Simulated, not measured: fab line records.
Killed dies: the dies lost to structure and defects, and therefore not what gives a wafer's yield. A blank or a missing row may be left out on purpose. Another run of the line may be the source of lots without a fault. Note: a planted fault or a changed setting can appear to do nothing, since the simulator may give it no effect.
3 desks looking at one fault	flow nand_harc	only its own numbers are on each desk; what lay behind them is given at the end

## THE DEFECT DESK
What the inspections along the route counted, lot by lot: means of the sampled wafers that have a number. A lot is out of limits, marked OUT, if its mean lies more than 4 standard deviations from the usual mean; the brackets give that distance.
Columns: A = raw_defect_count at NHARC_A_CONTACT_INSPECT_10, usual 74
lot	first seen here	A
L246	day 23 10:19	47
L248	day 24 01:46	68
L247	day 24 02:42	101
L250	day 25 05:47	25
L255	day 26 23:29	593 (+13) OUT
L258	day 27 18:32	656 (+15) OUT
L259	day 28 04:16	27
L262	day 29 21:29	83
L264	day 30 09:03	80
L266	day 31 07:40	66
L267	day 31 17:43	26
L268	day 32 07:41	39
This desk's finding: out of limits on L255, L258; first on L255, day 26 23:29 (raw_defect_count at NHARC_A_CONTACT_INSPECT_10). In limits: L246, L248, L247, L250, L259, L262, L264, L266, L267, L268.

## FOR THE TOOL OWNER'S DESK: acl_dep-01
The tool's own readings at NHARC_A_CONTACT_DEP_84 (deposits aC, target thk 2800 nm): means of the sampled wafers that have a number, for each lot that ran on this tool. A lot is out of limits, marked OUT, if its mean lies more than 4 standard deviations from the usual mean; the brackets give that distance.
Columns: A = throttle_valve_pct at NHARC_A_CONTACT_DEP_84, usual 34.999 %
lot	first seen here	A
L246	day 23 07:50	34.997
L250	day 25 03:50	34.997
L255	day 26 21:11	34.993
L258	day 27 15:23	35.001
This desk's verdict: no lot among the 4 shows anything out of limits.

## AT THE METROLOGY DESK
What the gauges read, lot by lot, whatever tool the lot ran on: means of the sampled wafers that have a number. A lot is out of limits, marked OUT, if its mean lies more than 4 standard deviations from the usual mean; the brackets give that distance.
Columns: A = cd_nm at NHARC_A_CONTACT_CD_MEAS_08, usual 200.0 nm
lot	first seen here	A
L246	day 23 10:11	199.7
L248	day 24 01:38	200.1
L247	day 24 02:35	200.7
L250	day 25 05:40	200.3
L255	day 26 23:22	200.1
L258	day 27 18:25	199.6
L259	day 28 04:09	200.6
L262	day 29 21:22	200.0
L264	day 30 08:56	199.6
L266	day 31 07:32	200.4
L267	day 31 17:35	199.6
L268	day 32 05:57	199.7
This desk's verdict: no lot among the 12 shows anything out of limits.

## BROUGHT TOGETHER
The defect desk could have raised an alarm at day 26 23:29, on L255, L258.
The tool owner's desk saw nothing out of limits.
Metrology desk: nothing out of limits seen.
On record at the tool owner's desk: L255, L258, within its limits.
The metrology desk has L255, L258 on record, within its limits.
Every lot named ran NHARC_A_CONTACT_DEP_84 on acl_dep-01.

## WHAT WAS PUT IN BY THE SIMULATOR
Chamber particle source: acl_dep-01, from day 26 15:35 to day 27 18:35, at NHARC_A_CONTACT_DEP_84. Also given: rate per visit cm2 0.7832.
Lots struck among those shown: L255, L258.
Hours from the fault's start to each desk's first reading out of limits: the defect desk, 8.
